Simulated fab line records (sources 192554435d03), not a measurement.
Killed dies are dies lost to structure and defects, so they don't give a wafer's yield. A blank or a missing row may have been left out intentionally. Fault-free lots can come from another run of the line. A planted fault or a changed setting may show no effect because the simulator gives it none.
fab line records | flow n5_finfet
record: lots: 4 | wafers: 12 | last_day: 16
route steps=1938 shown BEOL_M7@1281 PASSIVATION@1936
lots that met no fault: from a run of the same line without faults
start_h: hours from the record's opening day to when the first of the lot's shown wafers began | wait_h: hours since the lot's step before | " the same as in the row above | L1.1+2: several wafers, shown together as one row | - no value, or no start given | * or withheld: withheld | < > ~ a bound
route shown NAME@n: NAME is a module with steps in the file, n the number in the route of the first one | usual: average and standard deviation across the fault-free wafers | same: alike in all rows | chamber/n: place in a boat | sites: each site's reading | _std_site: standard deviation of those values | _edge_site: the outer-site mean with the inner-site mean subtracted | radius_mm: for every site, how far away it sits from the centre of the wafer | mask NAME#n: copy n | behind: the most recent tool/chamber to have shaped the wafer | hold: reason for holding the lot/hours on hold/outcome of the hold | device: which transistor (n, p or np) failed to switch | end of line: tests run on the same wafers once the route is complete | where a step has no rows: the recipe by itself | killed: at the first sort, the dies lost to defects and structure; wafer yield is something else | map: shows each die of a wafer: x if killed, . if not, _ if none is there
set.NAME: setting as actually run; set.NAME@STEP: the setting as run at that earlier step | model.NAME: the simulator's own value behind a step, which no gauge read
lots at selected steps of the route; one table per step, one row per wafer
services: from which hour (start_h, from the record's first day; less than 0 if before it) a tool's chamber was out of use, for how many hours, and why
== steps ==
step: N5_BEOL_M7_ETCH_62
recipe: chemistry: N2/H2 | target: SOC | target_depth_a: 1100 | overetch_a: 220 | mask_material: SiARC | temp_c: 40 | time_s: 165 | ion_energy_ev: 200 | pressure_mtorr: 30 | source_w: 840 | bias_w: 150 | n2_flow_sccm: 200 | h2_flow_sccm: 200
step: N5_BEOL_M7_STRIP_68
recipe: chemistry: N2/H2 | temp_c: 40 | n2_flow_sccm: 200 | h2_flow_sccm: 200 | rf_frequency_hz: 6e+07
step: N5_BEOL_M7_STRIP_67
recipe: chemistry: CF4 | resist: SiARC | power_w: 300 | bias_power_w: 75 | pressure_mtorr: 50 | cf4_flow_sccm: 150 | rf_frequency_hz: 6e+07
step: N5_BEOL_M7_HM_OPEN_17
recipe: chemistry: Cl2/BCl3 | target_depth_a: 200 | overetch_a: 60 | target: TiN | mask_material: SOC | ion_energy_ev: 150 | pressure_mtorr: 10 | icp_w: 1000 | bias_w: 126 | Cl2_flow_sccm: 53.25 | bcl3_flow_sccm: 21.75 | Ar_flow_sccm: 25
step: N5_BEOL_M7_STRIP_19
recipe: chemistry: O2 | power_w: 400 | temp_c: 40 | pressure_mtorr: 30 | rf_frequency_hz: 6e+07 | bias_power_w: 0 | overash_fraction: 0.2 | o2_flow_sccm: 225
step: N5_BEOL_M7_COAT_63
recipe: resist: SOC | temp_c: 250 | time_s: 60 | spin_rpm: 1500 | resist_thk_nm: 60
step: N5_BEOL_M7_COAT_64
recipe: resist: SiARC | temp_c: 220 | time_s: 60 | spin_rpm: 1500 | resist_thk_nm: 12
step: N5_BEOL_M7_COAT_71
recipe: resist: underlayer | temp_c: 205 | time_s: 60 | spin_rpm: 1500 | resist_thk_nm: 5
step: N5_BEOL_M7_COAT_22
recipe: resist: CAR-EUV | spin_rpm: 1500 | resist_thk_nm: 30
step: N5_BEOL_M7_EBR_24
recipe: solvent: PGMEA | ebr_width_mm: 1.5
step: N5_BEOL_M7_SOFTBAKE_23
recipe: temp_c: 110 | time_s: 60 | resist: CAR-EUV
step: N5_BEOL_M7_EXPOSE_25
recipe: mask_id: V6 | na: 0.33 | source_shape: annular | sigma_inner: 0.4 | sigma_outer: 0.8 | polarization: unpolarized | target_cd_nm: 40 | dose_mj: 42.5
usual: exposure_dose_mJ_cm2: 42.40/0.06 | stage_msd_nm: 0.81/0.033
lot.wafer | tool           | chamber | start_h | wait_h | mask | exposure_dose_mJ_cm2 | stage_msd_nm
L707.2    | euv_scanner-01 | 0       | 213.08  | -      | V6#0 | 42.46                | 0.85
L707.4    | "              | 0       | "       | "      | V6#0 | 42.51                | 0.85
L707.6    | "              | 0       | "       | "      | V6#0 | 42.55                | 0.85
L712.4    | euv_scanner-01 | 0       | 250.50  | -      | V6#0 | 47.17                | 0.85
L712.5    | "              | 0       | "       | "      | V6#0 | 47.20                | 0.85
L712.6    | "              | 0       | "       | "      | V6#0 | 47.18                | 0.85
L713.1    | euv_scanner-02 | 0       | 286.10  | -      | V6#0 | 42.35                | 0.78
L713.3    | "              | 0       | "       | "      | V6#0 | 42.28                | 0.78
L713.6    | "              | 0       | "       | "      | V6#0 | 42.34                | 0.78
L716.3    | euv_scanner-01 | 0       | 286.29  | -      | V6#0 | 45.46                | 0.85
L716.4    | "              | 0       | "       | "      | V6#0 | 45.40                | 0.85
L716.6    | "              | 0       | "       | "      | V6#0 | 45.44                | 0.85
step: N5_BEOL_M7_PEB_26
recipe: peb_temp_c: 100 | peb_time_s: 60 | resist: CAR-EUV
step: N5_BEOL_M7_DEVELOP_27
recipe: develop_time_s: 30 | developer: TMAH | resist: CAR-EUV | rinse_liquid: surfactant_rinse | dry: air_spin | dev_temp_c: 23
step: N5_BEOL_M7_CD_MEAS_28
recipe: target_cd_nm: 40 | landing_energy_ev: 500 | detector: se_inlens
usual: cd_nm: 40.04/0.25
lot.wafer | tool      | chamber | start_h | wait_h | cd_nm
L707.2    | cd_sem-01 | 0       | 213.21  | -      | 40.25
L707.4    | "         | 0       | "       | "      | 40.41
L707.6    | "         | 0       | "       | "      | 40.06
L712.4    | cd_sem-02 | 0       | 250.61  | -      | 42.11
L712.5    | "         | 0       | "       | "      | 42.12
L712.6    | "         | 0       | "       | "      | 41.96
L713.1    | cd_sem-01 | 0       | 286.23  | -      | 40.09
L713.3    | "         | 0       | "       | "      | 40.23
L713.6    | "         | 0       | "       | "      | 40.47
L716.3    | cd_sem-03 | 0       | 286.41  | -      | 41.56
L716.4    | "         | 0       | "       | "      | 41.55
L716.6    | "         | 0       | "       | "      | 41.79
step: N5_BEOL_M7_DESCUM_33
recipe: chemistry: O2 | time_s: 7 | source_power_w: 50 | bias_power_w: 20 | pressure_mtorr: 20 | rf_frequency_hz: 2.712e+07 | temp_c: 40 | resist: CAR-EUV | o2_flow_sccm: 225
usual: drypump_motor_current_A: 5.5/0.37 | oes_product_au: 0.79/0.09 | rf_vpp_V: 243.0/1.3 | showerhead_plenum_p_Torr: 2.09/0.07 | throttle_valve_pct: 20.53/0.21
lot.wafer | tool        | chamber | start_h | wait_h | drypump_motor_current_A | oes_product_au | rf_hours_counter_h | rf_vpp_V | showerhead_plenum_p_Torr | throttle_valve_pct | model.BEOL_M7.cd_nm
L707.2    | rie_diel-04 | 3       | 213.33  | 0.0    | 5.3                     | 0.72           | 207                | 244.1    | 2.18                     | 20.61              | 40.2
L707.4    | "           | 2       | "       | "      | 5.7                     | 0.72           | 175                | 242.3    | 2.01                     | 20.44              | 40.2
L707.6    | "           | 2       | "       | "      | 5.7                     | 0.72           | -                  | 242.4    | 2.01                     | 20.45              | 39.8
L712.4    | rie_diel-04 | 2       | 250.75  | 0.0    | 5.7                     | 0.70           | -                  | 242.9    | 2.00                     | 20.46              | 42
L712.5    | "           | 0       | "       | "      | 5.6                     | 0.82           | -                  | 242.5    | 2.06                     | 20.57              | 42.4
L712.6    | "           | 3       | "       | "      | 5.4                     | 0.70           | -                  | 242.9    | 2.18                     | 20.64              | 42.2
L713.1    | rie_diel-06 | 2       | 286.36  | 0.0    | 6.1                     | 0.74           | 161                | 243.5    | 2.10                     | 20.51              | 40
L713.3    | "           | 1       | "       | "      | 5.4                     | 0.81           | 93                 | 241.7    | 2.02                     | 20.66              | 40.4
L713.6    | "           | 2       | "       | "      | 6.1                     | 0.75           | -                  | 243.4    | 2.10                     | 20.52              | 40
L716.3    | rie_diel-02 | 1       | 286.53  | 0.0    | 6.0                     | 0.70           | 235                | 243.8    | 2.09                     | 20.82              | 41.8
L716.4    | "           | 0       | "       | "      | 4.7                     | 0.96           | 9                  | 241.9    | 2.07                     | 20.45              | 41.6
L716.6    | "           | 1       | "       | "      | 6.0                     | 0.70           | -                  | 243.0    | 2.09                     | 20.82              | 41.8
step: N5_BEOL_M7_ETCH_72
recipe: chemistry: N2/H2 | target: underlayer | target_depth_a: 65 | mask_material: CAR-EUV | time_s: 5.2 | ion_energy_ev: 200 | pressure_mtorr: 30 | source_w: 840 | bias_w: 150 | n2_flow_sccm: 200 | h2_flow_sccm: 200 | ends: cleared
step: N5_BEOL_M7_ETCH_65
recipe: chemistry: CF4 | target: SiARC | target_depth_a: 156 | mask_material: CAR-EUV | time_s: 26 | ion_energy_ev: 80 | pressure_mtorr: 40 | source_w: 545 | bias_w: 36 | Ar_flow_sccm: 100 | cf4_flow_sccm: 100 | ends: cleared
step: N5_BEOL_M7_ETCH_66
recipe: chemistry: N2/H2 | target: SOC | target_depth_a: 800 | overetch_a: 160 | mask_material: SiARC | temp_c: 40 | time_s: 120 | ion_energy_ev: 200 | pressure_mtorr: 30 | source_w: 840 | bias_w: 150 | n2_flow_sccm: 200 | h2_flow_sccm: 200
step: N5_BEOL_M7_STRIP_69
recipe: chemistry: N2/H2 | temp_c: 40 | n2_flow_sccm: 200 | h2_flow_sccm: 200 | rf_frequency_hz: 6e+07
step: N5_BEOL_M7_STRIP_73
recipe: chemistry: N2/H2 | temp_c: 40 | n2_flow_sccm: 200 | h2_flow_sccm: 200 | rf_frequency_hz: 6e+07
step: N5_BEOL_M7_VIA_ETCH_34
recipe: chemistry: C4F6/O2 | target: SiCOH_lowk | target_depth_a: 1255 | mask_material: SOC | taper_deg: 4 | time_s: 50.5 | ion_energy_ev: 250 | pressure_mtorr: 30 | source_w: 345 | bias_w: 185 | Ar_flow_sccm: 300 | C4F6_flow_sccm: 10 | O2_flow_sccm: 10
usual: drypump_motor_current_A: 5.5/0.37 | oes_f_703_au: 0.79/0.091 | oes_product_au: 0.79/0.091 | rf_vpp_V: 676/20 | showerhead_plenum_p_Torr: 2.84/0.085 | throttle_valve_pct: 20.93/0.17
lot.wafer | tool        | chamber | start_h | wait_h | drypump_motor_current_A | oes_f_703_au | oes_product_au | rf_hours_counter_h | rf_vpp_V | showerhead_plenum_p_Torr | throttle_valve_pct | model.BEOL_M7.cd_nm
L707.2    | rie_diel-04 | 3       | 213.51  | 0.0    | 5.4                     | 0.74         | 0.70           | 207                | 655      | 2.94                     | 21.00              | 40.4
L707.4    | "           | 2       | "       | "      | 5.7                     | 0.72         | 0.72           | 175                | 656      | 2.72                     | 20.85              | 39.8
L707.6    | "           | 2       | "       | "      | 5.7                     | 0.73         | 0.72           | -                  | 654      | 2.72                     | 20.83              | 39.6
L712.4    | rie_diel-04 | 2       | 250.93  | 0.0    | 5.7                     | 0.71         | 0.70           | -                  | 656      | 2.72                     | 20.85              | 41.6
L712.5    | "           | 0       | "       | "      | 5.6                     | 0.80         | 0.84           | -                  | 687      | 2.79                     | 20.94              | 42.4
L712.6    | "           | 3       | "       | "      | 5.4                     | 0.74         | 0.70           | -                  | 655      | 2.94                     | 21.02              | 42.6
L713.1    | rie_diel-06 | 2       | 286.54  | 0.0    | 6.1                     | 0.75         | 0.76           | 161                | 675      | 2.80                     | 20.74              | 39.8
L713.3    | "           | 1       | "       | "      | 5.4                     | 0.82         | 0.82           | 93                 | 672      | 2.77                     | 21.22              | 40.4
L713.6    | "           | 2       | "       | "      | 6.1                     | 0.74         | 0.75           | -                  | 674      | 2.80                     | 20.73              | 39.8
L716.3    | rie_diel-02 | 1       | 286.71  | 0.0    | 6.0                     | 0.66         | 0.70           | 235                | 711      | 2.80                     | 21.01              | 41.8
L716.4    | "           | 0       | "       | "      | 4.7                     | 0.92         | 0.97           | 10                 | 680      | 2.84                     | 21.07              | 41.8
L716.6    | "           | 1       | "       | "      | 6.0                     | 0.66         | 0.69           | -                  | 711      | 2.80                     | 21.00              | 41.8
step: N5_BEOL_M7_STRIP_76
recipe: chemistry: C4F6/O2 | resist: SiARC | rf_frequency_hz: 6e+07
step: N5_PASSIVATION_PROBE_49
usual: defect_limited_yield: 91.0/1.4 | killed_at_M0_to_M3: 35/10 | killed_at_M4_up: 14/5.5 | killed_at_contacts: 13/5.6 | killed_at_front_end: 41/11 | killed_at_other: 4/3.4 | killed_dies: 106/16 | killed_open: 68/12 | killed_short: 35/7.3 | sort_bin_4_leakage: 0.3/2.1 | sort_bin_5_function: 5.3/0.89 | sort_bin_6_memory: 3.4/0.67 | sort_n_pass: 1070/28 | sort_yield_pct: 90.7/2.4
same: gross_dies: 1180 | killed_at_back_side: 0 | sort_bin_8_speed[%]: 0
lot.wafer | tool      | chamber | start_h | wait_h | defect_limited_yield[%] | killed_at_M0_to_M3 | killed_at_M4_up | killed_at_contacts | killed_at_front_end | killed_at_other | killed_dies | killed_open | killed_short | sort_bin_4_leakage[%] | sort_bin_5_function[%] | sort_bin_6_memory[%] | sort_n_pass | sort_yield_pct[%]
L713.1    | prober-02 | -       | 372.00  | 0.0    | 90.3                    | 29                 | 31              | 11                 | 38                  | 5               | 114         | 72          | 32           | 0                     | 6.3                    | 3.0                  | 1066        | 90.3
L713.3    | prober-02 | -       | 372.10  | 0.1    | 92.5                    | 15                 | 34              | 12                 | 24                  | 3               | 88          | 62          | 25           | 0                     | 4.6                    | 2.8                  | 1092        | 92.5
L713.6    | prober-02 | -       | 372.25  | 0.3    | 90.4                    | 45                 | 24              | 17                 | 25                  | 2               | 113         | 68          | 41           | 0                     | 5.9                    | 3.2                  | 1067        | 90.4
killed by level:class
L713.1 BEOL_M4:geometric_particle:open=13 FIN_SAQP:geometric_particle:short=8 DUMMY_GATE:geometric_particle:open=8 MOL_CONTACT_COAG:geometric_particle:open=7 BEOL_M0_SAQP:geometric_particle:open=6 STI_FIN_REVEAL:geometric_particle:open=5 ILD0:geometric_particle:short=5 BEOL_M1:geometric_particle:open=5
L713.3 BEOL_M4:geometric_particle:open=12 MOL_CONTACT_COAG:geometric_particle:open=10 DUMMY_GATE:geometric_particle:open=6 BEOL_M7:geometric_particle:open=6 BEOL_M8:geometric_particle:open=5 BEOL_M0_SAQP:geometric_particle:open=5 FIN_SAQP:geometric_particle:open=3 FIN_SAQP:geometric_particle:short=3
L713.6 BEOL_M4:geometric_particle:open=14 MOL_CONTACT_COAG:geometric_particle:open=12 BEOL_M0_SAQP:geometric_particle:short=12 BEOL_M1:geometric_particle:open=9 STI_FIN_REVEAL:geometric_particle:open=7 GATE_CUT:geometric_particle:short=6 MOL_CONTACT_COAG:geometric_particle:short=5 BEOL_M2:geometric_particle:open=5
== services ==
tool           | chamber | start_h | hours | kind
euv_scanner-02 | -       | 197.00  | 5.8   | pm
euv_scanner-01 | -       | 220.16  | 1.0   | pm
rie_diel-04    | 0       | 222.79  | 11.3  | repair
rie_diel-04    | 2       | 228.08  | 2.4   | repair
rie_diel-02    | 0       | 234.65  | -     | clean
rie_diel-02    | 0       | 234.65  | -     | consumable_replace:focus_ring
rie_diel-02    | 0       | 234.65  | 19.3  | scheduled_down
rie_diel-02    | 0       | 234.65  | 19.3  | vent_cycle
euv_scanner-02 | -       | 235.55  | 1.0   | pm
euv_scanner-02 | 0       | 241.10  | -     | calibration
rie_diel-04    | 1       | 249.86  | -     | clean
rie_diel-04    | 1       | 249.86  | -     | consumable_replace:focus_ring
rie_diel-04    | 1       | 249.86  | 12.2  | scheduled_down
rie_diel-04    | 1       | 249.86  | 12.2  | vent_cycle
euv_scanner-02 | -       | 264.21  | 4.6   | pm
euv_scanner-01 | -       | 276.31  | 1.0   | pm
== key ==
first_sign: step: N5_BEOL_M7_EXPOSE_25 | reading: exposure_dose_mJ_cm2 | direction: up | sigmas: 65 | usual: 42.40 | struck: 46.31
effect: step: N5_BEOL_M7_CD_MEAS_28 | reading: cd_nm | direction: up | sigmas: 7.2 | usual: 40.04 | struck: 41.85 | through: control_loop
model_effect: step: N5_BEOL_M7_DESCUM_33 | value: BEOL_M7.cd_nm | without: 40.17 | struck: 41.97
model_effect: step: N5_BEOL_M7_VIA_ETCH_34 | value: BEOL_M7.cd_nm | without: 40.27 | struck: 42
met_at N5_BEOL_M7_EXPOSE_25
struck_wafers L712.4,L712.5,L712.6,L716.3,L716.4,L716.6
loop_trim: step: N5_BEOL_M7_EXPOSE_25 | setting: dose | lots: L716
onset_between 213.08 250.50
fault: kind: process_parameter_drift | tool: euv_scanner-01 | chamber: - | onset_h: 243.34 | steps: N5_BEOL_M7_EXPOSE_25 | channel: dose_mj | offset: 4.7203 | shape: step | acts_in: these_recipes_only | stated: 42.5
loop_trim: a control loop set the setting to another value than it would have without faults
